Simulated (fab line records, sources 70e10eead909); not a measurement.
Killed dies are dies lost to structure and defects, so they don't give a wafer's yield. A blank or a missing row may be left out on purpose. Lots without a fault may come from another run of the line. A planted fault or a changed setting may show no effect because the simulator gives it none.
Chamber matching | flow nand_harc | NHARC_A_CHANNEL_FILL_D1_ETCHBACK_19 on rie_si-03: 4 sister chambers
The step etches the open film in HBr/Cl2, target depth 5 nm, time 1.7 s. 8 wafers are shown with their chamber, then 7 later ones without.

WAFERS WITH THEIR CHAMBER
wafer  | chamber | oes_product_au (a.u.) | rf_fwd_power_W (W)
L081.1 | 0       | 0.987                 | 388.3
L081.2 | 3       | 0.984                 | 388.7
L084.2 | 0       | 0.974                 | 391.3
L084.6 | 3       | 1.000                 | 388.9
L087.4 | 2       | 1.015                 | 391.1
L087.5 | 1       | 1.002                 | 390.0
L088.2 | 2       | 1.021                 | 392.9
L088.3 | 1       | 0.999                 | 389.9

WAFERS WITHOUT THEIR CHAMBER
wafer  | oes_product_au (a.u.) | rf_fwd_power_W (W)
L088.5 | 1.023                 | 391.6
L090.1 | 0.990                 | 390.3
L090.3 | 1.005                 | 389.0
L090.6 | 1.003                 | 390.4
L094.1 | 1.013                 | 389.5
L094.4 | 1.013                 | 388.9
L094.5 | 1.007                 | 390.0

WHICH CHAMBER EACH WENT THROUGH
wafer  | from the rows above          | in truth
L088.5 | 2                            | 2
L090.1 | can't be placed: 3 or 0 or 1 | 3
L090.3 | can't be placed: 1 or 3 or 2 | 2
L090.6 | can't be placed: 1 or 3 or 2 | 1
L094.1 | can't be placed: 1 or 2 or 3 | 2
L094.4 | can't be placed: 1 or 2 or 3 | 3
L094.5 | can't be placed: 1 or 2 or 3 | 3
Placed correctly: 1 of 7. Can't be placed from these rows: 6 (the true chamber is among the candidates in 6). Placed wrongly: 0.
How it was worked out, from the rows above alone: a wafer's distance from a chamber is the root of the sum, over the readings, of the square of ((its reading less the chamber's mean) divided by the reading's scatter). The wafer belongs to the nearest chamber; if the next one is less than 2 further off, it can't be placed. A chamber's mean is the mean of its shown wafers. The scatter: the root of (the sum of the squares of (reading less its chamber's mean) over the shown wafers, divided by (wafers less chambers)).
